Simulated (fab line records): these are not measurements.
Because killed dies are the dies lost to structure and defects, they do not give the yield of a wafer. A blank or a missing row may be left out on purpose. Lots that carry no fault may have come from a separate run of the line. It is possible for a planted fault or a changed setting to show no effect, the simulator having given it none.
Matching of chambers	flow n5-finfet	N5_BEOL_M4_VIA_ETCH_34 on rie-diel-04: 4 sister chambers
The step etches the open film in C4F6/O2, target depth 69.4 nm, time 65.9 s. 14 wafers are shown with their chamber, then 7 later ones without.

EACH WAFER AND ITS CHAMBER
wafer	chamber	drypump-motor-current-A (A)	throttle-valve-pct (%)	rf-vpp-V (V)
L078.3	1	5.6	31.18	662
L078.4	2	6.0	30.49	662
L078.5	1	5.6	31.15	662
L081.1	3	5.6	31.03	680
L081.3	0	5.3	30.91	646
L081.4	1	5.5	31.18	663
L085.2	0	5.3	30.91	645
L085.3	3	5.6	31.04	681
L085.4	1	5.5	31.19	662
L087.1	2	6.0	30.51	661
L087.5	1	5.6	31.18	662
L087.6	0	5.3	30.91	646
L092.2	1	5.6	31.22	661
L092.4	0	5.3	30.94	643

SIGNATURES (averages over the wafers above)
reading	chamber 0	chamber 1	chamber 2	chamber 3	scatter within a chamber
drypump-motor-current-A	5.300	5.567	6.000	5.600	0.0365
throttle-valve-pct	30.9175	31.1833	30.5000	31.0350	0.0186
rf-vpp-V	645.00	662.00	661.50	680.50	0.949
Rule: for each reading, subtract the chamber's mean from the wafer's reading, divide by that reading's scatter and square the result; add these up over the readings and take the root, which gives the wafer's distance from the chamber. If the next closest chamber is less than 2 further off than the closest, the wafer can't be placed; otherwise it belongs to the closest. The scatter: the root of (the sum of the squares of (reading less its chamber's mean) over the shown wafers, divided by (wafers less chambers)).

WAFERS MISSING THEIR CHAMBER
wafer	drypump-motor-current-A (A)	throttle-valve-pct (%)	rf-vpp-V (V)
L092.5	5.3	30.92	644
L096.2	5.3	30.93	644
L096.4	5.5	31.22	662
L096.5	5.3	30.93	645
L091.3	5.6	31.21	661
L091.4	5.6	31.06	680
L091.5	6.0	30.52	661

EACH ONE'S CHAMBER
wafer	from the rows above	in truth
L092.5	0	0
L096.2	0	0
L096.4	1	1
L096.5	0	0
L091.3	1	1
L091.4	3	3
L091.5	2	2
7 of 7 placed correctly. Left unplaced by these rows: 0. Placed wrongly: 0.
